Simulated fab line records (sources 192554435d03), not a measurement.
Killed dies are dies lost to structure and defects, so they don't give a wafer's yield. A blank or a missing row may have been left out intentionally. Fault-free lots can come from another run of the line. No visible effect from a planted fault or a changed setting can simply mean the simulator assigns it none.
fab line records / flow n5Finfet
[record] lots = 4 wafers = 12 lastDay = 17
route steps=1938 shown MOL_CONTACT_COAG@598 BEOL_M0_SAQP@632 PASSIVATION@1936
lots untouched by any fault: they come from a run of this same line in which no faults occurred
startH: hours from the record's first day to the start of the lot's first wafer shown / waitH: hours from the lot's prior step to this one / " as in the row above / L1.1+2: several wafers, shown together as one row / - no value, or no start was given / * or withheld: withheld / < > ~ a bound
route shown NAME@n: names a module that has steps shown in the file, with the first one's number in the route / usual: mean and standard deviation over wafers with no fault / same: alike in all rows / chamber/n: place in a boat / sites: readings site by site / _std_site: standard deviation across them / _edge_site: mean of outer sites minus mean of inner sites / radiusMm: how far each site lies from the wafer's centre / mask NAME#n: copy n / behind: the last tool/chamber to shape the wafer / hold: reason for holding the lot/hours on hold/outcome of the hold / device: the n, p or np transistor that did not switch / end of line: the route-end tests of the same wafers / step lacking rows: just its recipe / killed: count of dies lost to structure and defects at first sort (not the wafer's yield) / map: the dies of a wafer, with x for killed, . for not killed, _ for no die there
set.NAME: the setting that was run; set.NAME@STEP: the one run at that earlier step / model.NAME: the simulator's own value behind a step, which no gauge read
lots at some steps of the route; a table a step, a row a wafer
services: the hour from which a tool's chamber was out of use, counted from the record's first day as startH (under 0 if before that day), plus the number of hours and why
[[steps]]
[step N5_MOL_CONTACT_COAG_SOFTBAKE_35]
[recipe] tempC = 110 timeS = 60 resist = CAR-EUV
[step N5_MOL_CONTACT_COAG_EXPOSE_37]
[recipe] maskId = VD na = 0.33 sourceShape = annular sigmaInner = 0.3 sigmaOuter = 0.7 polarization = unpolarized defocusNm = 0 doseMj = 62
[step N5_MOL_CONTACT_COAG_PEB_38]
[recipe] pebTempC = 100 pebTimeS = 60 resist = CAR-EUV
[step N5_MOL_CONTACT_COAG_DEVELOP_39]
[recipe] developTimeS = 30 developer = TMAH resist = CAR-EUV rinseLiquid = surfactantRinse dry = airSpin devTempC = 23
[step N5_MOL_CONTACT_COAG_DESCUM_45]
[recipe] chemistry = O2 timeS = 7 sourcePowerW = 50 biasPowerW = 20 pressureMtorr = 20 rfFrequencyHz = 2.712e+07 tempC = 40 resist = CAR-EUV o2FlowSccm = 225
[step N5_MOL_CONTACT_COAG_ETCH_65]
[recipe] chemistry = N2/H2 target = underlayer targetDepthA = 130 maskMaterial = CAR-EUV timeS = 10.4 ionEnergyEv = 200 pressureMtorr = 30 sourceW = 840 biasW = 150 n2FlowSccm = 200 h2FlowSccm = 200 ends = cleared
[step N5_MOL_CONTACT_COAG_ETCH_66]
[recipe] chemistry = CF4 target = SiARC targetDepthA = 130 maskMaterial = CAR-EUV timeS = 21.7 ionEnergyEv = 80 pressureMtorr = 40 sourceW = 545 biasW = 36 Ar_flow_sccm = 100 cf4FlowSccm = 100 ends = cleared
[step N5_MOL_CONTACT_COAG_ALD_133]
[recipe] material = SiO2 targetThkA = 50 tempC = 100 aldPrecursorFamily = BDEAS aldCoReactant = O2-plasma pulseTimeS = 1 coReactantPulseTimeS = 1 purgeTimeS = 2 coReactantPurgeTimeS = 2 aldCycles = 35 pressureTorr = 2
[step N5_MOL_CONTACT_COAG_ETCHBACK_134]
[recipe] chemistry = CHF3 target = SiO2 targetDepthA = 100 timeS = 6.7 ionEnergyEv = 200 pressureMtorr = 30 sourceW = 610 biasW = 170 Ar_flow_sccm = 200 CHF3_flow_sccm = 50
[step N5_MOL_CONTACT_COAG_ETCH_67]
[recipe] chemistry = N2/H2 target = SOC targetDepthA = 600 overetchA = 210 maskMaterial = SiARC tempC = 40 timeS = 101.2 ionEnergyEv = 200 pressureMtorr = 30 sourceW = 840 biasW = 150 n2FlowSccm = 200 h2FlowSccm = 200
[usual] drypumpMotorCurrentA = 5.6/0.39 n2FlowSccm = 200.1/0.61 oesProductAu = 0.67/0.08 rfVppV = 525.3/2.4 showerheadPlenumPTorr = 2.59/0.078 throttleValvePct = 17.6/0.31
lot.wafer=L101.2 tool=rieDiel-04 chamber=3 startH=118.72 waitH=0.0 drypumpMotorCurrentA=5.5 n2FlowSccm=200.4 oesProductAu=0.57 rfHoursCounterH=245 rfVppV=526.0 showerheadPlenumPTorr=2.59 throttleValvePct=17.7
lot.wafer=L101.3 tool=rieDiel-04 chamber=0 startH=118.72 waitH=0.0 drypumpMotorCurrentA=6.1 n2FlowSccm=199.0 oesProductAu=0.84 rfHoursCounterH=2 rfVppV=525.3 showerheadPlenumPTorr=2.60 throttleValvePct=17.3
lot.wafer=L101.4 tool=rieDiel-04 chamber=2 startH=118.72 waitH=0.0 drypumpMotorCurrentA=6.0 n2FlowSccm=200.9 oesProductAu=0.63 rfHoursCounterH=179 rfVppV=525.7 showerheadPlenumPTorr=2.52 throttleValvePct=17.9
lot.wafer=L102.2 tool=rieDiel-01 chamber=0 startH=125.86 waitH=0.0 drypumpMotorCurrentA=5.9 n2FlowSccm=200.7 oesProductAu=0.82 rfHoursCounterH=0 rfVppV=528.9 showerheadPlenumPTorr=2.71 throttleValvePct=17.2
lot.wafer=L102.3 tool=rieDiel-01 chamber=2 startH=125.86 waitH=0.0 drypumpMotorCurrentA=5.9 n2FlowSccm=200.2 oesProductAu=0.71 rfHoursCounterH=43 rfVppV=527.0 showerheadPlenumPTorr=2.70 throttleValvePct=17.5
lot.wafer=L102.6 tool=rieDiel-01 chamber=0 startH=125.86 waitH=0.0 drypumpMotorCurrentA=5.9 n2FlowSccm=199.9 oesProductAu=0.82 rfHoursCounterH=- rfVppV=530.0 showerheadPlenumPTorr=2.71 throttleValvePct=17.2
lot.wafer=L108.1 tool=rieDiel-04 chamber=1 startH=167.90 waitH=0.0 drypumpMotorCurrentA=6.2 n2FlowSccm=199.9 oesProductAu=0.61 rfHoursCounterH=195 rfVppV=527.8 showerheadPlenumPTorr=2.63 throttleValvePct=18.1
lot.wafer=L108.2 tool=rieDiel-04 chamber=3 startH=167.90 waitH=0.0 drypumpMotorCurrentA=5.5 n2FlowSccm=200.0 oesProductAu=0.78 rfHoursCounterH=5 rfVppV=526.9 showerheadPlenumPTorr=2.58 throttleValvePct=17.2
lot.wafer=L108.4 tool=rieDiel-04 chamber=0 startH=167.90 waitH=0.0 drypumpMotorCurrentA=6.1 n2FlowSccm=200.8 oesProductAu=0.79 rfHoursCounterH=23 rfVppV=525.8 showerheadPlenumPTorr=2.60 throttleValvePct=17.3
lot.wafer=L110.1 tool=rieDiel-04 chamber=3 startH=176.78 waitH=0.0 drypumpMotorCurrentA=5.5 n2FlowSccm=200.6 oesProductAu=0.76 rfHoursCounterH=9 rfVppV=526.6 showerheadPlenumPTorr=2.58 throttleValvePct=17.2
lot.wafer=L110.4 tool=rieDiel-04 chamber=0 startH=176.78 waitH=0.0 drypumpMotorCurrentA=6.1 n2FlowSccm=199.6 oesProductAu=0.77 rfHoursCounterH=26 rfVppV=526.7 showerheadPlenumPTorr=2.59 throttleValvePct=17.3
lot.wafer=L110.6 tool=rieDiel-04 chamber=2 startH=176.78 waitH=0.0 drypumpMotorCurrentA=5.9 n2FlowSccm=200.4 oesProductAu=0.61 rfHoursCounterH=- rfVppV=523.2 showerheadPlenumPTorr=2.51 throttleValvePct=17.9
[step N5_MOL_CONTACT_COAG_STRIP_68]
[recipe] chemistry = N2/H2 tempC = 40 n2FlowSccm = 200 h2FlowSccm = 200 rfFrequencyHz = 6e+07
[step N5_MOL_CONTACT_COAG_STRIP_69]
[recipe] chemistry = N2/H2 tempC = 40 n2FlowSccm = 200 h2FlowSccm = 200 rfFrequencyHz = 6e+07
[step N5_MOL_CONTACT_COAG_ETCHBACK_136]
[recipe] chemistry = CHF3 target = SiO2 targetDepthA = 250 timeS = 16.7 ionEnergyEv = 200 pressureMtorr = 30 sourceW = 610 biasW = 170 Ar_flow_sccm = 200 CHF3_flow_sccm = 50
[step N5_MOL_CONTACT_COAG_STRIP_120]
[recipe] chemistry = CHF3 resist = SiARC rfFrequencyHz = 6e+07
[step N5_MOL_CONTACT_COAG_VIA_ETCH_117]
[recipe] chemistry = C4F6/O2 targetDepthA = 400 overetchA = 80 maskMaterial = SOC target = SiO2 biasW = 455 pressureMtorr = 10 timeS = 26 sourceW = 325 Ar_flow_sccm = 300 C4F6_flow_sccm = 10 O2_flow_sccm = 10 ionEnergyEv = 575.3 ends = endPoint
[step N5_MOL_CONTACT_COAG_ETCH_124]
[recipe] chemistry = CH3F/O2 target = SiNx targetDepthA = 65 maskMaterial = SOC stopOn = SiOC overEtchFrac = 0.3 ionEnergyEv = 120 pressureMtorr = 30 sourceW = 395 biasW = 73 Ar_flow_sccm = 150 CH3F_flow_sccm = 30 O2_flow_sccm = 20 ends = endPoint
[step N5_MOL_CONTACT_COAG_ETCH_48]
[recipe] chemistry = C4F6/O2 targetDepthA = 150 overetchA = 45 maskMaterial = SOC target = SiOC biasW = 465 pressureMtorr = 10 timeS = 17 sourceW = 335 Ar_flow_sccm = 300 C4F6_flow_sccm = 10 O2_flow_sccm = 10 ionEnergyEv = 576
[step N5_MOL_CONTACT_COAG_STRIP_72]
[recipe] chemistry = N2/H2 powerW = 450 tempC = 40 pressureMtorr = 20 rfFrequencyHz = 6e+07 overashFraction = 3 biasPowerW = 7 h2Frac = 0.5 n2FlowSccm = 200 h2FlowSccm = 200
[step N5_MOL_CONTACT_COAG_STRIP_49]
[recipe] chemistry = N2/H2 timeS = 30 powerW = 1000 tempC = 250 pressureMtorr = withheld n2FlowSccm = 1750 h2FlowSccm = 3250
[step N5_MOL_CONTACT_COAG_PRECLEAN_138]
[recipe] chemistry = alkalineClean tempC = 60 timeS = 60 doPpb = 50
[step N5_MOL_CONTACT_COAG_SRD_139]
[recipe] dry = ipaMarangoni timeS = 30 tempC = 23 rinseLiquid = diw
[step N5_MOL_CONTACT_COAG_PRE_CLEAN_121]
[recipe] gas = H2/He timeS = * tempC = withheld
[step N5_MOL_CONTACT_COAG_CVD_140]
[recipe] material = W targetThkA = 665 mode = selectiveFill tempC = 300 timeS = 215
[step N5_MOL_CONTACT_COAG_PRECLEAN_127]
[recipe] chemistry = DIW timeS = 57.5 tempC = 23
[step N5_MOL_CONTACT_COAG_SRD_128]
[recipe] dryTimeS = 32 dry = n2Spin spinRpm = 1500
[step N5_MOL_CONTACT_COAG_CMP_52]
[recipe] stopOn = SiO2 tOverpolishS = 1.5 postCmpClean = wDiluteNh4oh downForcePsi = 4 platenRpm = 50.289 padVelocityMS = 1.0006 targetThkNm = 66.5
[step N5_MOL_CONTACT_COAG_ANNEAL_112]
[recipe] tempC = 400 timeS = 1800 ambient = HPD2 pressureAtm = 10
[step N5_BEOL_M0_SAQP_PECVD_00]
[recipe] material = SiCN targetThkA = 80 tempC = withheld precursor = 3MS/NH3 pressureTorr = 3 rfW = 202 timeS = 14
[step N5_BEOL_M0_SAQP_ILD_DEP_01]
[recipe] material = SiOC targetThkA = 454.19 tempC = 350 precursor = DEMS/O2 pressureTorr = 5 rfW = 500 timeS = 8.7
[step N5_BEOL_M0_SAQP_HM_DEP_02]
[recipe] material = TiN targetThkA = 120 tempC = 25 chamberPressurePa = 0.49996
[step N5_BEOL_M0_SAQP_PECVD_03]
[recipe] material = SiCN targetThkA = 120 tempC = withheld precursor = 3MS/NH3 pressureTorr = 3 rfW = 202 timeS = 21.1
[step N5_BEOL_M0_SAQP_PECVD_96]
[recipe] material = a-Si targetThkA = 450 tempC = 350 precursor = SiH4/He pressureTorr = 3 rfW = 100 timeS = 45.2
[step N5_BEOL_M0_SAQP_PECVD_97]
[recipe] material = SiNx targetThkA = 230 tempC = 350 precursor = SiH4/NH3/N2 pressureTorr = 1.5 rfW = 300 timeS = 19.9
[step N5_BEOL_M0_SAQP_PECVD_04]
[recipe] material = a-Si targetThkA = 600 tempC = 350 precursor = SiH4/He pressureTorr = 3 rfW = 100 timeS = 60.2
[step N5_PASSIVATION_PROBE_49]
[usual] defectLimitedYield = 91.3/1.4 killed_at_M0_to_M3 = 34/10 killed_at_M4_up = 14/5.5 killedAtContacts = 12/6 killedAtFrontEnd = 40/10 killedAtOther = 3.0/2.4 killedDies = 103/17 killedOnRim = 13/4.3 killedOpen = 68/13 killedShort = 34/7.8 sort_bin_5_function = 5.1/0.97 sort_bin_6_memory = 3.3/0.66 sortNPass = 1077/17 sortYieldPct = 91.2/1.4
[same] grossDies = 1180 killedAtBackSide = 0 sort_bin_4_leakage[%] = 0 sort_bin_8_speed[%] = 0
lot.wafer=L108.1 tool=prober-01 chamber=- startH=397.34 waitH=0.0 defectLimitedYield[%]=84.0 killed_at_M0_to_M3=26 killed_at_M4_up=11 killedAtContacts=104 killedAtFrontEnd=40 killedAtOther=8 killedDies=189 killedOnRim=31 killedOpen=55 killedShort=35 sort_bin_5_function[%]=9.2 sort_bin_6_memory[%]=4.2 sortNPass=991 sortYieldPct[%]=84.0
lot.wafer=L108.2 tool=prober-01 chamber=- startH=397.39 waitH=0.1 defectLimitedYield[%]=83.5 killed_at_M0_to_M3=25 killed_at_M4_up=20 killedAtContacts=106 killedAtFrontEnd=41 killedAtOther=3 killedDies=195 killedOnRim=29 killedOpen=69 killedShort=28 sort_bin_5_function[%]=11.4 sort_bin_6_memory[%]=3.1 sortNPass=985 sortYieldPct[%]=83.5
lot.wafer=L108.4 tool=prober-01 chamber=- startH=397.49 waitH=0.2 defectLimitedYield[%]=82.4 killed_at_M0_to_M3=31 killed_at_M4_up=24 killedAtContacts=114 killedAtFrontEnd=37 killedAtOther=2 killedDies=208 killedOnRim=25 killedOpen=63 killedShort=34 sort_bin_5_function[%]=11.3 sort_bin_6_memory[%]=3.9 sortNPass=972 sortYieldPct[%]=82.4
lot.wafer=L110.1 tool=prober-02 chamber=- startH=404.41 waitH=0.0 defectLimitedYield[%]=84.9 killed_at_M0_to_M3=28 killed_at_M4_up=9 killedAtContacts=96 killedAtFrontEnd=41 killedAtOther=4 killedDies=178 killedOnRim=26 killedOpen=58 killedShort=25 sort_bin_5_function[%]=9.5 sort_bin_6_memory[%]=3.3 sortNPass=1002 sortYieldPct[%]=84.9
lot.wafer=L110.4 tool=prober-02 chamber=- startH=404.56 waitH=0.2 defectLimitedYield[%]=83.2 killed_at_M0_to_M3=27 killed_at_M4_up=13 killedAtContacts=125 killedAtFrontEnd=31 killedAtOther=2 killedDies=198 killedOnRim=27 killedOpen=54 killedShort=27 sort_bin_5_function[%]=10.3 sort_bin_6_memory[%]=4.1 sortNPass=982 sortYieldPct[%]=83.2
lot.wafer=L110.6 tool=prober-02 chamber=- startH=404.66 waitH=0.3 defectLimitedYield[%]=85.3 killed_at_M0_to_M3=23 killed_at_M4_up=11 killedAtContacts=104 killedAtFrontEnd=32 killedAtOther=3 killedDies=173 killedOnRim=30 killedOpen=44 killedShort=30 sort_bin_5_function[%]=9.7 sort_bin_6_memory[%]=2.7 sortNPass=1007 sortYieldPct[%]=85.3
// killed by level:class
L108.1 MOL_CONTACT_COAG:unspecified=99 FIN_SAQP:geometricParticle:short=10 GATE_CUT:geometricParticle:open=6 BEOL_M0_SAQP:geometricParticle:short=6 BEOL_M4:geometricParticle:open=6 STI_FIN_REVEAL:geometricParticle:open=5 BEOL_M1:geometricParticle:open=5 GATE_CUT:geometricParticle:short=4
L108.2 MOL_CONTACT_COAG:unspecified=93 MOL_CONTACT_COAG:geometricParticle:open=13 FIN_SAQP:geometricParticle:open=11 BEOL_M3:geometricParticle:open=8 BEOL_M4:geometricParticle:open=8 FIN_SAQP:geometricParticle:short=6 DUMMY_GATE:geometricParticle:open=6 STI_FIN_REVEAL:geometricParticle:short=5
L108.4 MOL_CONTACT_COAG:unspecified=110 BEOL_M4:geometricParticle:open=11 STI_FIN_REVEAL:geometricParticle:open=9 BEOL_M0_SAQP:geometricParticle:open=7 GATE_CUT:geometricParticle:short=6 BEOL_M3:geometricParticle:open=6 BEOL_M0_SAQP:geometricParticle:short=5 DUMMY_GATE:geometricParticle:open=4
L110.1 MOL_CONTACT_COAG:unspecified=94 STI_FIN_REVEAL:geometricParticle:open=11 BEOL_M3:geometricParticle:open=9 BEOL_M0_SAQP:geometricParticle:open=7 FIN_SAQP:geometricParticle:short=6 FIN_SAQP:geometricParticle:open=6 STI_FIN_REVEAL:geometricParticle:short=5 BEOL_M0_SAQP:geometricParticle:short=5
L110.4 MOL_CONTACT_COAG:unspecified=115 BEOL_M4:geometricParticle:open=9 STI_FIN_REVEAL:geometricParticle:open=8 MOL_CONTACT_COAG:geometricParticle:open=8 FIN_SAQP:geometricParticle:short=7 BEOL_M1:geometricParticle:open=6 BEOL_M3:geometricParticle:open=6 FIN_SAQP:geometricParticle:open=3
L110.6 MOL_CONTACT_COAG:unspecified=99 BEOL_M0_SAQP:geometricParticle:short=10 DUMMY_GATE:geometricParticle:open=7 BEOL_M4:geometricParticle:open=6 BEOL_M0_SAQP:geometricParticle:open=5 STARTING-WAFER:geometricParticle:short=5 GATE_CUT:geometricParticle:open=4 GATE_CUT:geometricParticle:short=4
// map L108.4 (x killed, . not)
_________________.......x...x________________
______________....x............._____________
___________........xx.......x.....x__________
__________.............x.xx....x.x.._________
________............x.x.....x.xxxxxxxx_______
_______......................x.xxxxxxxx______
______......xx.............x..xxxxxxxxxx_____
_____.......x.....x...x....x..xxxxxxxxxxx____
____............x...........x.xxxxxxxxxxxx___
___......x.....x...........x.xxxxxxxxxxxxx.__
___...........xx.x.x.......x.xxxxxxxxxxxx.x__
__.........x..x.xx..x.......x.xxxxxxxxxxxxx._
__..x.....xx..................x.xxxxxxxx...._
_................................xxxxxxx.....
_........x.......x.......x...................
_................................x.....x.....
_.........x.................x......x...x.....
_..........................x..........x.x....
_.................x...............x..........
_.................x......................x...
_.....x.x........x.......x...................
__.....x.x..........................x...x.x._
__.x.....x....x........x....x.x............._
___........x....x......x..x...............x__
___..............................x....x....__
____.........x.xx...x.....................___
_____..............................x.....____
______...............x.x.x........x....._____
_______x..........x.....xx.............______
________xx.......x....x..............x_______
__________..x.....................x._________
___________........x.....x.........__________
______________.........x.......x_____________
_________________............________________
// map L110.4 (x killed, . not)
_________________............________________
______________.................._____________
___________...........x............__________
__________.............x........xxxx_________
________............x.......x..xxxxxxx_______
_______.................x..xx.x.xxxxxxx______
______........x.....x.......xxxxxxxxxxxx_____
_____...x..................x..xxxxxxxxxxx____
____.x........xx...........xx.xxxxxxxxxxxx___
___........x................xxxxxxxxxxxxxx.__
___...x...x...............x...xxxxxxxxxxxxx__
__..x.......x.............x..xx..xxxxxxxxxx._
__.............x.........x..x.xxxxxxxxx..x.._
_x.............................xx.xxxx.......
_................................xx.x........
_...................x...........x....x.x.x..x
_.......x............x.........x.............
_......x..x........x.......xx...x...x..x.....
_......................................x.....
_.x......x.........x...........x.............
_.....xx.x.............................xxx...
__.......................................x.._
__........x...........x....x......x........x_
___......x..........x................x....x__
___...................x.x............x.....__
____.......................x..............___
_____......x.............................____
______......................x........xx._____
_______.............................xx.______
________....x........................._______
__________........x................._________
___________......x.x...x..........x__________
______________.x.x......x.x....._____________
_________________...........x________________
[[services]]
tool=rieDiel-04 chamber=0 startH=98.61 hours=- kind=clean
tool=rieDiel-04 chamber=0 startH=98.61 hours=- kind=consumableReplace:focusRing
tool=rieDiel-04 chamber=0 startH=98.61 hours=15.3 kind=scheduledDown
tool=rieDiel-04 chamber=0 startH=98.61 hours=15.3 kind=ventCycle
tool=rieDiel-01 chamber=0 startH=99.46 hours=- kind=clean
tool=rieDiel-01 chamber=0 startH=99.46 hours=- kind=consumableReplace:focusRing
tool=rieDiel-01 chamber=0 startH=99.46 hours=- kind=consumableReplace:showerhead
tool=rieDiel-01 chamber=0 startH=99.46 hours=25.6 kind=scheduledDown
tool=rieDiel-01 chamber=0 startH=99.46 hours=25.6 kind=ventCycle
tool=rieDiel-01 chamber=1 startH=111.49 hours=9.7 kind=repair
tool=rieDiel-04 chamber=3 startH=130.10 hours=- kind=clean
tool=rieDiel-04 chamber=3 startH=130.10 hours=- kind=consumableReplace:focusRing
tool=rieDiel-04 chamber=3 startH=130.10 hours=23.7 kind=scheduledDown
tool=rieDiel-04 chamber=3 startH=130.10 hours=23.7 kind=ventCycle
tool=rieDiel-01 chamber=3 startH=156.77 hours=43.4 kind=repair
tool=rieDiel-04 chamber=1 startH=171.89 hours=1.4 kind=repair
[[key]]
[firstSign] step = N5_PASSIVATION_PROBE_49 reading = killedAtContacts direction = up sigmas = 16 usual = 12 struck = 108
[effect] step = N5_PASSIVATION_PROBE_49 reading = killedDies direction = up sigmas = 5.2 usual = 103 struck = 190
[moreKillsBornAt] N5_MOL_CONTACT_COAG_ETCH_67@rieDiel-04 = 610
metAt N5_MOL_CONTACT_COAG_ETCH_67
struckWafers L108.1,L108.2,L108.4,L110.1,L110.4,L110.6
onsetBetween 118.72 167.90
alsoFits time
[fault] kind = chamberParticleSource tool = rieDiel-04 chamber = - onsetH = 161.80 steps = N5_MOL_CONTACT_COAG_ETCH_67 ratePerVisitCm2 = 0.97665 endH = 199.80
